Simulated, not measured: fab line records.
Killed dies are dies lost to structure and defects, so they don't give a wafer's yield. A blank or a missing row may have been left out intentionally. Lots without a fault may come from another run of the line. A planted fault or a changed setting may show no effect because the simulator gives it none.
Chamber matching ; flow nand harc ; pecvd-04 running NHARC_THIN_TSV_DEP_47: 3 sister chambers
The step deposits SiO2, target thk 200 nm. 6 wafers are shown with their chamber, then 7 later ones without.

## EACH WAFER AND ITS CHAMBER
wafer;chamber;throttle valve pct (%);mfc precursor sccm (sccm)
L362.6;1;17.2;161.4
L364.4;0;15.4;161.7
L363.3;0;15.6;161.3
L363.6;2;15.7;161.5
L374.2;1;16.5;161.9
L374.3;2;15.5;161.3

## WAFERS WITHOUT THEIR CHAMBER
wafer;throttle valve pct (%);mfc precursor sccm (sccm)
L374.5;15.9;161.8
L375.2;15.5;161.4
L375.3;16.6;160.8
L375.4;15.6;160.4
L381.2;15.6;162.0
L381.4;15.7;161.1
L381.5;16.6;161.4

## WHICH CHAMBER EACH ONE RAN IN
wafer;from the rows above;in truth
L374.5;can't be placed: 0 or 2 or 1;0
L375.2;can't be placed: 2 or 0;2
L375.3;can't be placed: 1 or 2 or 0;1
L375.4;can't be placed: 2 or 0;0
L381.2;can't be placed: 0 or 2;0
L381.4;can't be placed: 2 or 0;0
L381.5;1;1
Correctly placed: 1 of 7. Cannot be placed on the basis of these rows: 6; the candidates contain the true chamber in 6. Number placed wrongly: 0.
How it was worked out, from the rows above alone: a wafer's distance from a chamber is the root of the sum, over the readings, of the square of ((its reading less the chamber's mean) divided by the reading's scatter). The wafer belongs to the nearest chamber; if the next one is less than 2 further off, it can't be placed. Each chamber's mean is taken over the wafers shown for it. How the scatter is found: for the shown wafers, subtract from each reading the mean of its chamber, square and add these, divide the total by (wafers less chambers), then take the root.
